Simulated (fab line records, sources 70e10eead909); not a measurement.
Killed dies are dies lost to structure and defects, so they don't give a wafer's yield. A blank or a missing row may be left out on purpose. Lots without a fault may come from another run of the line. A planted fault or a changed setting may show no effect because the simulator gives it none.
Chamber matching | flow nand_harc | NHARC_A_CONTACT_ETCH_90 on rie_diel-09: 4 sister chambers
The step etches the open film in CH3F/O2, target depth 40 nm, time 85.7 s. 4 wafers are shown with their chamber, then 7 later ones without.

WAFERS WITH THEIR CHAMBER
wafer  | chamber | drypump_motor_current_A (A)
L807.5 | 1       | 6.5
L819.5 | 3       | 5.5
L821.4 | 0       | 6.4
L821.5 | 2       | 5.1

WAFERS WITHOUT THEIR CHAMBER
wafer  | drypump_motor_current_A (A)
L821.6 | 6.5
L824.2 | 6.6
L824.5 | 5.4
L824.6 | 6.4
L825.1 | 6.4
L825.2 | 5.4
L825.5 | 6.5

WHICH CHAMBER EACH WENT THROUGH
wafer  | from the rows above     | in truth
L821.6 | can't be placed: 1 or 0 | 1
L824.2 | can't be placed: 1 or 0 | 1
L824.5 | 3                       | 3
L824.6 | can't be placed: 0 or 1 | 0
L825.1 | can't be placed: 0 or 1 | 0
L825.2 | 3                       | 3
L825.5 | can't be placed: 1 or 0 | 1
Placed correctly: 2 of 7. Can't be placed from these rows: 5 (the true chamber is among the candidates in 5). Placed wrongly: 0.
How it was worked out, from the rows above alone: a wafer's distance from a chamber is the root of the sum, over the readings, of the square of ((its reading less the chamber's mean) divided by the reading's scatter). The wafer belongs to the nearest chamber; if the next one is less than 2 further off, it can't be placed. A chamber's mean is the mean of its shown wafers. The scatter: with one shown wafer a chamber, the root of the mean of the squares of how far each hidden wafer lies from its nearest shown one.
